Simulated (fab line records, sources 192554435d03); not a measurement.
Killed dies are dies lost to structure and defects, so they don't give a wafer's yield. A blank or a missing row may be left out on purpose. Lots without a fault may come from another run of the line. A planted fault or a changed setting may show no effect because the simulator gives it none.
fab line records | flow n5_finfet
record lots=13 wafers=39 last_day=17
route steps=1938 shown BEOL_M5@1184 PASSIVATION@1929
lots that met no fault: from a run of the same line without faults
start_h: hours from the record's first day to the start of the lot's first wafer shown | wait_h: hours since the lot's step before | " the same as in the row above | L1.1+2: a row that stands for several wafers | - no value, or no start given | * or withheld: withheld | < > ~ a bound
route shown NAME@n: a module of which the file shows steps, and the number in the route of the first | usual: mean/standard deviation of fault-free wafers | same: alike in all rows | chamber/n: place in a boat | sites: the reading at each site | _std_site: their standard deviation | _edge_site: outer sites' mean less inner sites' | radius_mm: how far each site lies from the wafer's centre | mask NAME#n: copy n | behind: the tool/chamber that last shaped the wafer | hold: why the lot was held/for how many hours/how that ended | device: the transistor (n, p or np) that didn't switch | end of line: the same wafers' tests at the end of the route | a step without rows: its recipe alone | killed: dies lost to structure and defects at the first sort, not the wafer's yield | map: a wafer's dies, x killed, . not, _ none there
set.NAME: the setting as run; set.NAME@STEP: as run at that earlier step | model.NAME: the simulator's own value behind a step, which no gauge read
steps of the route over a sample of lots; a table a step, a row a wafer
services: from which hour (start_h, from the record's first day; less than 0 if before it) a tool's chamber was out of use, for how many hours, and why
## steps
# step N5_BEOL_M5_ECD_50
# recipe material=Cu target_thk_a=3000
# columns lot.wafer tool chamber start_h wait_h
L266.3+4+5 ecd_cu-02 0,1,0 182.51 0.1
L267.1+3+6 ecd_cu-01 1,1,0 188.81 0.1
L268.1+3+4 ecd_cu-02 0,1,0 195.60 0.1
L271.1+4+6 ecd_cu-02 1,0,0 203.53 0.1
L269.1+3+6 ecd_cu-02 1,1,0 208.12 0.1
L270.1+4+5 ecd_cu-02 0 209.99 0.1
L275.4+5+6 ecd_cu-01 0,1,0 245.41 0.1
L280.1+4+6 ecd_cu-02 1,1,0 264.26 0.1
L282.3+4+5 ecd_cu-01 1,0,1 279.29 0.1
L281.2+3+5 ecd_cu-02 1,0,0 286.40 0.1
L285.1+4+6 ecd_cu-01 1 299.94 0.1
L287.2+3+4 ecd_cu-01 0,0,1 315.23 0.1
L288.3+4+5 ecd_cu-01 0,1,1 318.41 0.1
# step N5_PASSIVATION_PASS_ETCH_47
# recipe chemistry=CF4/O2 target=SiNx target_depth_a=7700 time_s=385 ion_energy_ev=100 pressure_mtorr=40 source_w=535 bias_w=49 Ar_flow_sccm=100 cf4_flow_sccm=100 O2_flow_sccm=10
# usual chamber_pressure_mTorr=40.00/0.037 drypump_motor_current_A=5.7/0.46 oes_o_777_au=0.81/0.076 oes_product_au=0.81/0.077 rf_vpp_V=242.7/2.8 showerhead_plenum_p_Torr=2.24/0.073 throttle_valve_pct=15.84/0.21
# same time_s=385
# columns lot.wafer tool chamber start_h wait_h chamber_pressure_mTorr drypump_motor_current_A oes_o_777_au oes_product_au rf_hours_counter_h rf_vpp_V showerhead_plenum_p_Torr throttle_valve_pct
L266.3 rie_diel-02 2 272.17 0.0 39.99 5.9 0.72 0.71 227 245.4 2.26 15.88
L266.4 " 3 " " 40.08 5.7 0.93 0.94 12 242.2 2.16 15.54
L266.5 " 3 " " 39.99 5.7 0.94 0.94 - 242.8 2.16 15.53
L267.1 rie_diel-05 2 289.69 0.0 40.01 5.6 0.83 0.84 50 242.1 2.33 15.74
L267.3 " 0 " " 40.03 5.9 0.84 0.85 65 239.8 2.14 15.53
L267.6 " 2 " " 40.00 5.5 0.82 0.83 - 243.4 2.33 15.75
L268.1 rie_diel-05 3 291.14 0.0 40.01 4.8 0.67 0.68 236 243.8 2.26 16.05
L268.3 " 0 " " 40.00 5.9 0.84 0.84 65 240.5 2.15 15.53
L268.4 " 2 " " 40.06 5.5 0.83 0.83 50 243.3 2.33 15.73
L271.1 rie_diel-02 1 294.84 0.0 39.93 6.6 0.78 0.77 120 243.1 2.30 15.69
L271.4 " 0 " " 40.04 6.4 0.73 0.72 215 244.4 2.18 15.77
L271.6 " 0 " " 40.00 6.4 0.73 0.71 - 242.7 2.18 15.77
L269.1 rie_diel-05 2 299.14 0.0 40.00 5.5 0.82 0.83 53 242.5 2.33 15.74
L269.3 " 1 " " 40.02 5.2 0.77 0.79 117 248.4 2.22 16.17
L269.6 " 2 " " 40.03 5.5 0.82 0.83 - 243.2 2.33 15.77
L270.1 rie_diel-06 0 302.44 0.0 39.98 5.8 0.92 0.91 12 237.1 2.16 15.81
L270.4 " 2 " " 39.99 5.1 0.71 0.68 235 241.1 2.09 16.30
L270.5 " 0 " " 39.93 5.8 0.93 0.92 - 237.8 2.16 15.79
L275.4 rie_diel-06 2 333.28 0.0 40.06 5.1 0.69 0.68 247 240.4 2.09 16.32
L275.5 " 0 " " 40.02 5.9 0.90 0.88 - 236.9 2.16 15.83
L275.6 " 3 " " 40.06 5.7 0.80 0.81 - 244.8 2.31 15.77
L280.1 rie_diel-05 3 354.48 0.0 40.12 4.8 0.96 0.99 4 242.7 2.26 15.64
L280.4 " 0 " " 39.94 5.9 0.82 0.83 86 238.5 2.14 15.56
L280.6 " 1 " " 39.98 5.2 0.75 0.76 - 247.7 2.21 16.21
L282.3 rie_diel-06 0 370.37 0.0 39.99 5.8 0.87 0.85 41 235.3 2.15 15.88
L282.4 " 0 " " 39.99 5.8 0.87 0.86 - 236.9 2.15 15.88
L282.5 " 1 " " 39.98 5.9 0.83 0.84 - 244.2 2.32 16.10
L281.2 rie_diel-06 2 374.98 0.0 39.96 5.1 1.00 0.98 1 245.7 2.34 15.82
L281.3 " 3 " " 40.02 5.7 0.79 0.79 109 245.8 2.31 15.81
L281.5 " 1 " " 40.03 5.9 0.82 0.84 - 244.7 2.32 16.11
L285.1 rie_diel-05 2 387.95 0.0 39.98 5.5 0.78 0.79 90 241.6 2.32 15.82
L285.4 " 2 " " 40.06 5.5 0.78 0.78 - 242.7 2.32 15.83
L285.6 " 3 " " 39.97 4.8 0.92 0.94 - 242.4 2.25 15.63
L288.3 rie_diel-02 1 412.80 0.0 40.00 6.6 0.73 0.73 167 241.4 2.29 15.78
L288.4 " 2 " " 39.97 5.9 0.94 0.94 - 244.1 2.25 15.48
L288.5 " 1 " " 39.96 6.5 0.74 0.74 - 242.5 2.29 15.77
L287.2 rie_diel-06 0 413.83 0.0 39.99 5.8 0.85 0.83 58 238.0 2.14 15.90
L287.3 " 1 " " 39.94 5.9 0.81 0.82 94 244.2 2.32 16.16
L287.4 " 3 " " 39.96 5.8 0.76 0.77 123 242.1 2.30 15.84
# step N5_PASSIVATION_PROBE_49
# usual defect_limited_yield=91.7/1.5 killed_at_M0_to_M3=30/8.6 killed_at_M4_up=12/4.5 killed_at_contacts=13/5.8 killed_at_front_end=38/11 killed_at_other=4/3 killed_dies=97/17 killed_on_rim=13/3.6 killed_open=63/12 killed_short=32/8.8 sort_bin_5_function=4.8/0.91 sort_bin_6_memory=3.1/0.68 sort_n_pass=1083/17 sort_yield_pct=91.7/1.5
# same gross_dies=1180 killed_at_back_side=0 sort_bin_4_leakage[%]=0 sort_bin_8_speed[%]=0
# columns lot.wafer tool chamber start_h wait_h defect_limited_yield[%] killed_at_M0_to_M3 killed_at_M4_up killed_at_contacts killed_at_front_end killed_at_other killed_dies killed_on_rim killed_open killed_short sort_bin_5_function[%] sort_bin_6_memory[%] sort_n_pass sort_yield_pct[%]
L280.1 prober-01 - 357.49 0.0 34.0 32 711 9 24 3 779 95 39 34 43.3 16.4 401 34.0
L280.4 prober-01 - 357.64 0.2 35.2 14 715 10 24 2 765 98 35 32 42.1 16.8 415 35.2
L280.6 prober-01 - 357.74 0.3 34.7 16 712 12 25 5 770 99 49 17 41.9 18.1 410 34.7
L281.2 prober-01 - 378.05 0.1 34.3 22 707 10 31 5 775 96 47 24 45.6 15.8 405 34.3
L281.3 prober-01 - 378.10 0.1 35.4 27 705 7 21 2 762 96 31 30 42.2 18.6 418 35.4
L281.5 prober-01 - 378.20 0.2 35.9 9 703 13 25 6 756 93 45 22 42.9 16.8 424 35.9
# killed by level:class
L280.1 BEOL_M5:unspecified=706 BEOL_M0_SAQP:geometric_particle:open=12 FIN_SAQP:geometric_particle:short=9 STI_FIN_REVEAL:geometric_particle:open=6 BEOL_M0_SAQP:geometric_particle:short=6 MOL_CONTACT_COAG:geometric_particle:short=5 MOL_CONTACT_COAG:geometric_particle:open=4 BEOL_M2:geometric_particle:short=3
L280.4 BEOL_M5:unspecified=697 FIN_SAQP:geometric_particle:short=9 MOL_CONTACT_COAG:geometric_particle:open=9 BEOL_M4:geometric_particle:short=7 FIN_SAQP:geometric_particle:open=6 BEOL_M2:geometric_particle:short=4 BEOL_M4:geometric_particle:open=4 BEOL_M0_SAQP:geometric_particle:short=3
L280.6 BEOL_M5:unspecified=704 FIN_SAQP:geometric_particle:open=14 MOL_CONTACT_COAG:geometric_particle:open=10 BEOL_M0_SAQP:geometric_particle:open=5 FIN_SAQP:geometric_particle:short=4 BEOL_M1:geometric_particle:open=4 BEOL_M0_SAQP:geometric_particle:short=3 BEOL_M4:geometric_particle:open=3
L281.2 BEOL_M5:unspecified=703 STI_FIN_REVEAL:geometric_particle:open=13 MOL_CONTACT_COAG:geometric_particle:open=8 FIN_SAQP:geometric_particle:short=5 BEOL_M1:geometric_particle:open=5 DUMMY_GATE:geometric_particle:open=4 BEOL_M0_SAQP:geometric_particle:short=4 BEOL_M0:geometric_particle:open=3
L281.3 BEOL_M5:unspecified=701 BEOL_M0_SAQP:geometric_particle:open=7 BEOL_M0_SAQP:geometric_particle:short=7 MOL_CONTACT_COAG:geometric_particle:open=6 FIN_SAQP:geometric_particle:short=4 DUMMY_GATE:geometric_particle:short=3 DUMMY_GATE:geometric_particle:open=3 STARTING-WAFER:geometric_particle:short=3
L281.5 BEOL_M5:unspecified=688 MOL_CONTACT_COAG:geometric_particle:open=10 STI_FIN_REVEAL:geometric_particle:open=6 BEOL_M4:geometric_particle:open=4 FIN_SAQP:geometric_particle:short=3 FIN_SAQP:geometric_particle:open=3 DUMMY_GATE:geometric_particle:open=3 MOL_CONTACT_COAG:geometric_particle:short=3
## services
# columns tool chamber start_h hours kind
rie_diel-06 1 170.03 - clean
rie_diel-06 1 170.03 - consumable_replace:focus_ring
rie_diel-06 1 170.03 - consumable_replace:showerhead
rie_diel-06 1 170.03 12.2 scheduled_down
rie_diel-06 1 170.03 12.2 vent_cycle
ecd_cu-01 - 185.14 0.2 repair
rie_diel-06 0 200.31 15.8 repair
rie_diel-06 0 247.37 - clean
rie_diel-06 0 247.37 - consumable_replace:focus_ring
rie_diel-06 0 247.37 23.0 scheduled_down
rie_diel-06 0 247.37 23.0 vent_cycle
ecd_cu-02 - 278.93 6.2 repair
ecd_cu-01 - 291.32 0.9 repair
rie_diel-05 0 304.59 5.7 repair
rie_diel-06 3 310.47 18.0 repair
rie_diel-05 3 328.62 - clean
rie_diel-05 3 328.62 - consumable_replace:focus_ring
rie_diel-05 3 328.62 14.2 scheduled_down
rie_diel-05 3 328.62 14.2 vent_cycle
rie_diel-06 2 342.28 - clean
ecd_cu-02 - 358.68 5.1 repair
rie_diel-06 2 382.78 5.8 repair
rie_diel-05 0 383.06 16.6 repair
rie_diel-02 0 404.97 10.5 repair
## key
first_sign step=N5_PASSIVATION_PROBE_49 reading=killed_at_M4_up direction=up sigmas=99+ usual=12 struck=709
effect step=N5_PASSIVATION_PROBE_49 reading=defect_limited_yield direction=down sigmas=39 usual=91.7 struck=34.9
more_kills_born_at N5_BEOL_M5_ECD_50@ecd_cu-02=4192
met_at N5_BEOL_M5_ECD_50
struck_lots L280,L281
not_acting_at N5_PASSIVATION_PASS_ETCH_47
onset_between 209.99 264.26
fault kind=chamber_particle_source tool=ecd_cu-02 chamber=- onset_h=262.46 steps=N5_BEOL_M5_ECD_50 rate_per_visit_cm2=1.7772 end_h=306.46
